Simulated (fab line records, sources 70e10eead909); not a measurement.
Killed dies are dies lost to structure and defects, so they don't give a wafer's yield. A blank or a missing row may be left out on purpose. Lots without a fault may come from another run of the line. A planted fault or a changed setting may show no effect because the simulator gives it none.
Chamber matching | flow nand_harc | NHARC_A_STAIRCASE_ETCHBACK_422 on rie_diel-02: 4 sister chambers
The step etches the open film in CH3F/O2, target depth 40 nm, time 74.286 s. 14 wafers are shown with their chamber, then 7 later ones without.

WAFERS WITH THEIR CHAMBER
wafer  | chamber | drypump_motor_current_A (A) | showerhead_plenum_p_Torr (Torr) | rf_vpp_V (V)
L077.1 | 3       | 5.2                         | 2.31                            | 243.1
L077.5 | 0       | 6.1                         | 2.44                            | 244.9
L077.6 | 1       | 6.0                         | 2.48                            | 244.1
L082.4 | 1       | 6.0                         | 2.47                            | 243.5
L082.5 | 3       | 5.2                         | 2.31                            | 242.2
L082.6 | 0       | 6.1                         | 2.44                            | 245.7
L085.1 | 0       | 6.0                         | 2.43                            | 244.0
L085.4 | 2       | 5.7                         | 2.30                            | 241.9
L085.6 | 1       | 6.0                         | 2.47                            | 244.5
L089.2 | 1       | 6.0                         | 2.46                            | 244.2
L089.3 | 2       | 5.7                         | 2.30                            | 242.0
L089.6 | 0       | 6.1                         | 2.43                            | 244.8
L091.1 | 3       | 5.2                         | 2.30                            | 242.4
L091.4 | 2       | 5.7                         | 2.30                            | 241.3

SIGNATURES (means of the wafers above)
reading                  | chamber 0 | chamber 1 | chamber 2 | chamber 3 | scatter within a chamber
drypump_motor_current_A  | 6.075     | 6.000     | 5.700     | 5.200     | 0.0274
showerhead_plenum_p_Torr | 2.4350    | 2.4700    | 2.3000    | 2.3067    | 0.00606
rf_vpp_V                 | 244.850   | 244.075   | 241.733   | 242.567   | 0.521
Rule: a wafer's distance from a chamber is the root of the sum, over the readings, of the square of ((its reading less the chamber's mean) divided by the reading's scatter). The wafer belongs to the nearest chamber; if the next one is less than 2 further off, it can't be placed. The scatter: the root of (the sum of the squares of (reading less its chamber's mean) over the shown wafers, divided by (wafers less chambers)).

WAFERS WITHOUT THEIR CHAMBER
wafer  | drypump_motor_current_A (A) | showerhead_plenum_p_Torr (Torr) | rf_vpp_V (V)
L091.6 | 5.2                         | 2.30                            | 242.4
L095.2 | 5.2                         | 2.29                            | 241.0
L095.4 | 6.0                         | 2.45                            | 244.2
L095.5 | 6.1                         | 2.42                            | 244.5
L097.2 | 6.1                         | 2.42                            | 244.2
L097.3 | 6.0                         | 2.45                            | 243.4
L097.6 | 5.2                         | 2.29                            | 243.1

WHICH CHAMBER EACH WENT THROUGH
wafer  | from the rows above     | in truth
L091.6 | 3                       | 3
L095.2 | 3                       | 3
L095.4 | can't be placed: 1 or 0 | 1
L095.5 | 0                       | 0
L097.2 | 0                       | 0
L097.3 | can't be placed: 1 or 0 | 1
L097.6 | 3                       | 3
Placed correctly: 5 of 7. Can't be placed from these rows: 2 (the true chamber is among the candidates in 2). Placed wrongly: 0.
